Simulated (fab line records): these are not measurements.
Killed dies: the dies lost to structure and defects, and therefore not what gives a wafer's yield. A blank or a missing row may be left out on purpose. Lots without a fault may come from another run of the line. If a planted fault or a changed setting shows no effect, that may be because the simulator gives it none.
Which tool was responsible? / flow n5 finfet / Sampling: 11 lots, 33 wafers, 3 of 1938 route steps

== WHAT THE GAUGES SHOWED, per wafer ==
N5_MOL_CONTACT_COAG_CD_MEAS_08: the cd target is 28 nm.
lot=L076; measured=day 5 01:46; on=cd sem-01; cd nm (nm)=27.70 27.99 28.00
lot=L077; measured=day 5 12:17; on=cd sem-02; cd nm (nm)=28.03 28.28 27.90
lot=L080; measured=day 6 10:59; on=cd sem-01; cd nm (nm)=27.79 28.24 27.73
lot=L082; measured=day 6 13:50; on=cd sem-03; cd nm (nm)=28.11 27.86 27.86
lot=L084; measured=day 7 05:10; on=cd sem-01; cd nm (nm)=27.49 27.91 28.12
lot=L086; measured=day 8 00:25; on=cd sem-01; cd nm (nm)=27.84 27.56 28.00
lot=L088; measured=day 8 05:56; on=cd sem-01; cd nm (nm)=27.53 27.83 28.22
lot=L090; measured=day 8 18:01; on=cd sem-03; cd nm (nm)=28.08 28.08 27.81
lot=L092; measured=day 9 02:52; on=cd sem-01; cd nm (nm)=28.13 28.13 28.03
lot=L094; measured=day 9 17:10; on=cd sem-02; cd nm (nm)=27.94 27.60 27.92
lot=L096; measured=day 10 09:38; on=cd sem-01; cd nm (nm)=27.71 27.91 27.84

== WHICH TOOL RAN EACH LOT (tool, then ch and the chambers of the sampled wafers, then the start) ==
lot=L076; N5_GATE_CUT_CUT_ETCH_53=rie metal-03 ch 0,1, day 4 22:28; N5_GATE_CUT_STRIP_21=plasma asher-01 ch 0,1, day 4 22:46
lot=L077; N5_GATE_CUT_CUT_ETCH_53=rie metal-01 ch 0,1, day 5 07:26; N5_GATE_CUT_STRIP_21=plasma asher-02 ch 0,1, day 5 07:43
lot=L080; N5_GATE_CUT_CUT_ETCH_53=rie metal-02 ch 0,1, day 6 06:46; N5_GATE_CUT_STRIP_21=plasma asher-01 ch 1, day 6 07:04
lot=L082; N5_GATE_CUT_CUT_ETCH_53=rie metal-02 ch 1, day 6 10:19; N5_GATE_CUT_STRIP_21=plasma asher-02 ch 0,1, day 6 10:51
lot=L084; N5_GATE_CUT_CUT_ETCH_53=rie metal-02 ch 1, day 7 01:39; N5_GATE_CUT_STRIP_21=plasma asher-01 ch 0,1, day 7 02:11
lot=L086; N5_GATE_CUT_CUT_ETCH_53=rie metal-01 ch 0,1, day 7 21:02; N5_GATE_CUT_STRIP_21=plasma asher-01 ch 0,1, day 7 21:20
lot=L088; N5_GATE_CUT_CUT_ETCH_53=rie metal-01 ch 0,1, day 8 02:31; N5_GATE_CUT_STRIP_21=plasma asher-01 ch 0,1, day 8 02:48
lot=L090; N5_GATE_CUT_CUT_ETCH_53=rie metal-01 ch 0,1, day 8 14:04; N5_GATE_CUT_STRIP_21=plasma asher-01 ch 0,1, day 8 14:22
lot=L092; N5_GATE_CUT_CUT_ETCH_53=rie metal-03 ch 0,1, day 8 23:26; N5_GATE_CUT_STRIP_21=plasma asher-01 ch 0,1, day 8 23:46
lot=L094; N5_GATE_CUT_CUT_ETCH_53=rie metal-03 ch 0,1, day 9 13:46; N5_GATE_CUT_STRIP_21=plasma asher-01 ch 0,1, day 9 14:04
lot=L096; N5_GATE_CUT_CUT_ETCH_53=rie metal-02 ch 0,1, day 10 06:23; N5_GATE_CUT_STRIP_21=plasma asher-01 ch 0,1, day 10 06:41
- N5_GATE_CUT_CUT_ETCH_53: etches W in SF6/Cl2, target depth 79.2 nm.
- N5_GATE_CUT_STRIP_21: strips in N2/H2, time 30 s.

== THE ANSWER, worked out from the rows above alone ==
Rule: usual is defined by the lots themselves. Put in order of their means at a reading, lots are off if they are a third of the lots or fewer, leave a main group of 4 or more, and stand apart from it by a gap of 3 or more times the standard deviation of the main group's means; of several such gaps the widest counts. If all means in a main group match to the digits the tables above print for the reading, that group is not used. A lot without any number at a reading at which 4 lots or more have one is off too. Where the step has rows for the other lots, those lots are counted as sound.
No lot is off on any of the readings shown, so nothing can be concluded from this.

== WHAT HAD BEEN PUT IN BY THE SIMULATOR ==
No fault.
